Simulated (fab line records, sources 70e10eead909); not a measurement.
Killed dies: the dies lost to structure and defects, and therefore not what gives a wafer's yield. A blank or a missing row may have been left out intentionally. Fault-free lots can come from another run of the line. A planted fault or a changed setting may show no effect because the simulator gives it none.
Chamber matching / flow nandHarc / NHARC_P_M0_STRIP_18 on rieDiel-13 has 4 sister chambers
The step strips in N2/H2. 4 wafers are shown with their chamber, then 12 later ones without.

== WAFERS WITH THEIR CHAMBER ==
wafer=L089.3; chamber=3; drypumpMotorCurrentA (A)=5.5
wafer=L089.6; chamber=2; drypumpMotorCurrentA (A)=6.4
wafer=L090.5; chamber=1; drypumpMotorCurrentA (A)=6.2
wafer=L090.6; chamber=0; drypumpMotorCurrentA (A)=5.0

== WAFERS WHOSE CHAMBER IS MISSING ==
wafer=L091.1; drypumpMotorCurrentA (A)=6.2
wafer=L091.4; drypumpMotorCurrentA (A)=6.4
wafer=L091.6; drypumpMotorCurrentA (A)=6.4
wafer=L093.1; drypumpMotorCurrentA (A)=6.3
wafer=L093.4; drypumpMotorCurrentA (A)=5.5
wafer=L093.5; drypumpMotorCurrentA (A)=6.2
wafer=L094.1; drypumpMotorCurrentA (A)=6.4
wafer=L094.3; drypumpMotorCurrentA (A)=5.0
wafer=L094.5; drypumpMotorCurrentA (A)=6.4
wafer=L097.2; drypumpMotorCurrentA (A)=6.2
wafer=L097.3; drypumpMotorCurrentA (A)=6.5
wafer=L097.6; drypumpMotorCurrentA (A)=6.5

== EACH ONE'S CHAMBER ==
wafer=L091.1; from the rows above=1; in truth=1
wafer=L091.4; from the rows above=2; in truth=2
wafer=L091.6; from the rows above=2; in truth=2
wafer=L093.1; from the rows above=can't be placed: 1 or 2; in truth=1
wafer=L093.4; from the rows above=3; in truth=3
wafer=L093.5; from the rows above=1; in truth=1
wafer=L094.1; from the rows above=2; in truth=2
wafer=L094.3; from the rows above=0; in truth=0
wafer=L094.5; from the rows above=2; in truth=2
wafer=L097.2; from the rows above=1; in truth=1
wafer=L097.3; from the rows above=2; in truth=2
wafer=L097.6; from the rows above=2; in truth=2
11 of 12 placed correctly. From these rows, 1 cannot be placed; in 1 the true chamber is one of the candidates. 0 placed wrongly.
How it was worked out, from the rows above alone: a wafer's distance from a chamber is the root of the sum, over the readings, of the square of ((its reading less the chamber's mean) divided by the reading's scatter). The wafer belongs to the nearest chamber; if the next one is less than 2 further off, it can't be placed. The mean given for a chamber averages the wafers shown for that chamber. The scatter: root of mean squared gap, hidden wafer to nearest shown wafer, with one shown wafer a chamber.
